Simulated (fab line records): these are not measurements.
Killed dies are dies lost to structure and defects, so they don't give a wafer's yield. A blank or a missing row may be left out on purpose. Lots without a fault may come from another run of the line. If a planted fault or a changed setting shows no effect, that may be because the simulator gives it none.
Split-lot trial | flow n5Finfet | 21 wafers read from 7 lots, route of 1938 steps

== THE SPLIT ==
At N5_FIN_CUT_EXPOSE_05 (exposes mask FIN CUT), the setting doseMj was moved away from the recipe's 45.75 on 7 of the 21 wafers read, by -6.6% to +6.8%. All remaining wafers had this setting at the recipe value.

== FROM THE SPLIT TO THE READING: what the file shows between them, 2 steps ==
- N5_FIN_CUT_PEB_06: peb time 60 s
- N5_FIN_CUT_DEVELOP_07: develop time 30 s

== THE READING ==
cdNm (nm) at N5_FIN_CUT_CD_MEAS_08, where the cd target is 29.1 nm. On this fab line, fault-free wafers typically give 29.09 nm with a standard deviation of 0.22 nm.

wafer  | tool, chamber at the split | doseMj as run | against the recipe | cdNm, nm | against lot-mates on the recipe
L074.3 | euvScanner-02, 0           | 45.75         | recipe             | 29.05    | -
L074.5 | euvScanner-02, 0           | 45.75         | recipe             | 28.95    | -
L074.6 | euvScanner-02, 0           | 47.47         | +3.8%              | 29.80    | +0.80
L078.1 | euvScanner-01, 0           | 45.75         | recipe             | 28.81    | -
L078.2 | euvScanner-01, 0           | 45.75         | recipe             | 29.31    | -
L078.4 | euvScanner-01, 0           | 42.73         | -6.6%              | 27.43    | -1.63
L082.4 | euvScanner-01, 0           | 48.88         | +6.8%              | 30.24    | +0.99
L082.5 | euvScanner-01, 0           | 45.75         | recipe             | 29.10    | -
L082.6 | euvScanner-01, 0           | 45.75         | recipe             | 29.40    | -
L084.1 | euvScanner-02, 0           | 45.75         | recipe             | 29.51    | -
L084.4 | euvScanner-02, 0           | 48.15         | +5.2%              | 30.23    | +0.72
L084.6 | euvScanner-02, 0           | 48.15         | +5.2%              | 30.19    | +0.68
L089.1 | euvScanner-02, 0           | 45.75         | recipe             | 29.11    | -
L089.4 | euvScanner-02, 0           | 45.75         | recipe             | 28.94    | -
L089.5 | euvScanner-02, 0           | 45.75         | recipe             | 28.90    | -
L092.2 | euvScanner-01, 0           | 47.85         | +4.6%              | 29.77    | +0.76
L092.3 | euvScanner-01, 0           | 45.75         | recipe             | 29.01    | -
L092.6 | euvScanner-01, 0           | 47.85         | +4.6%              | 29.96    | +0.95
L097.1 | euvScanner-02, 0           | 45.75         | recipe             | 29.32    | -
L097.3 | euvScanner-02, 0           | 45.75         | recipe             | 28.64    | -
L097.6 | euvScanner-02, 0           | 45.75         | recipe             | 29.14    | -

THE FIT
A straight line over all 21 wafers: cdNm changes by +0.205 nm for each +1% of doseMj; r = +0.94; the points scatter about the line by 0.22 nm.
The same after taking each lot's own level away (the mean of its wafers on the recipe; 21 wafers): +0.183 nm for each +1%; r = +0.94; scatter 0.21 nm.
That fit puts the effect of the largest move of doseMj on the reading at 1.3 nm.
The span of the lots' own levels, 28.983 to 29.510 nm, comes to 2.4 times the standard deviation stated above.
So the lot-to-lot level changes the slope: the two fits differ.
Check: for one of the wafers moved furthest among these (+6.8%), held out of the fit, the line's prediction against its lot-mates is +1.27 nm. It came out at +0.99 nm against them.

== THE OTHER SPLITS THESE WAFERS WENT THROUGH ==
Note: prior to the reading, these wafers also went through further splits. Each is held against what the fit with the lots' levels taken away leaves over:
other split on the same wafers        | wafers away from the commonest value | r with cdNm (lot level and that fit taken away)
N5_ZERO_LAYER_COAT_05 spinRpm         | 6                                    | -0.37
N5_ZERO_LAYER_DEVELOP_10 developTimeS | 8                                    | +0.09
N5_FIN_SAQP_PEB_14 pebTimeS           | 9                                    | -0.25

== THE WHOLE CHAIN: every reading that the file lists as answering this split, in the file's order ==
step                   | what it does                                                             | reading                                                             | change (the file's fit)               | r (the file's)
N5_FIN_CUT_CD_MEAS_08  | target cd 29.1 nm                                                        | cdNm                                                                | +0.184 nm for each +1% of the setting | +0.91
N5_FIN_CUT_ETCH_30     | etches underlayer in N2/H2, target depth 13 nm, time 10.4 s              | FIN_CUT.cdOffsetNm (the simulator's own value, which no gauge read) | +0.166 nm for each +1% of the setting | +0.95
N5_FIN_CUT_ETCH_20     | etches SiARC in CF4, target depth 26 nm, time 43.3 s                     | FIN_CUT.cdOffsetNm (the simulator's own value, which no gauge read) | +0.16 nm for each +1% of the setting  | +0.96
N5_FIN_CUT_ETCH_21     | etches SOC in N2/H2, target depth 219 nm, overetch 43.8 nm, time 523.5 s | FIN_CUT.cdOffsetNm (the simulator's own value, which no gauge read) | +0.19 nm for each +1% of the setting  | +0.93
N5_FIN_CUT_CUT_ETCH_27 | etches SiO2 in CHF3/O2, target depth 4 nm, overetch 2 nm, time 4.9 s     | FIN_CUT.cdOffsetNm (the simulator's own value, which no gauge read) | +0.18 nm for each +1% of the setting  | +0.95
N5_FIN_CUT_CUT_ETCH_15 | etches Si in HBr/Cl2/O2, target depth 100 nm, bt time 10 s, time 42.4 s  | FIN_CUT.cdOffsetNm (the simulator's own value, which no gauge read) | +0.203 nm for each +1% of the setting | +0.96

== THE FILE'S OWN FIT ==
cdNm changes by +0.184 nm for each +1% of doseMj, r = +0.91.
